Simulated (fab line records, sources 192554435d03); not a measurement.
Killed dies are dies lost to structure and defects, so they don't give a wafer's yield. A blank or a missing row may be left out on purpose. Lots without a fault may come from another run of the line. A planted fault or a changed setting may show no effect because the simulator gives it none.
Chamber matching | flow n5_finfet | N5_BEOL_M3_ETCH_77 on rie_diel-05: 4 sister chambers
The step etches underlayer in N2/H2, target depth 6.5 nm, time 5.2 s. 8 wafers are shown with their chamber, then 7 later ones without.

WAFERS WITH THEIR CHAMBER
wafer  | chamber | drypump_motor_current_A (A) | showerhead_plenum_p_Torr (Torr)
L075.6 | 0       | 6.6                         | 2.45
L076.4 | 0       | 6.6                         | 2.45
L076.6 | 3       | 5.9                         | 2.65
L078.1 | 2       | 6.6                         | 2.53
L078.2 | 3       | 5.8                         | 2.65
L078.3 | 1       | 5.3                         | 2.60
L084.1 | 2       | 6.6                         | 2.52
L084.2 | 1       | 5.3                         | 2.60

WAFERS WITHOUT THEIR CHAMBER
wafer  | drypump_motor_current_A (A) | showerhead_plenum_p_Torr (Torr)
L084.5 | 6.6                         | 2.52
L087.2 | 6.6                         | 2.44
L087.4 | 5.9                         | 2.64
L087.6 | 6.6                         | 2.52
L094.2 | 6.6                         | 2.52
L094.4 | 6.6                         | 2.44
L094.5 | 6.6                         | 2.52

WHICH CHAMBER EACH WENT THROUGH
wafer  | from the rows above | in truth
L084.5 | 2                   | 2
L087.2 | 0                   | 0
L087.4 | 3                   | 3
L087.6 | 2                   | 2
L094.2 | 2                   | 2
L094.4 | 0                   | 0
L094.5 | 2                   | 2
Placed correctly: 7 of 7. Can't be placed from these rows: 0. Placed wrongly: 0.
How it was worked out, from the rows above alone: a wafer's distance from a chamber is the root of the sum, over the readings, of the square of ((its reading less the chamber's mean) divided by the reading's scatter). The wafer belongs to the nearest chamber; if the next one is less than 2 further off, it can't be placed. A chamber's mean is the mean of its shown wafers. The scatter: the root of (the sum of the squares of (reading less its chamber's mean) over the shown wafers, divided by (wafers less chambers)).
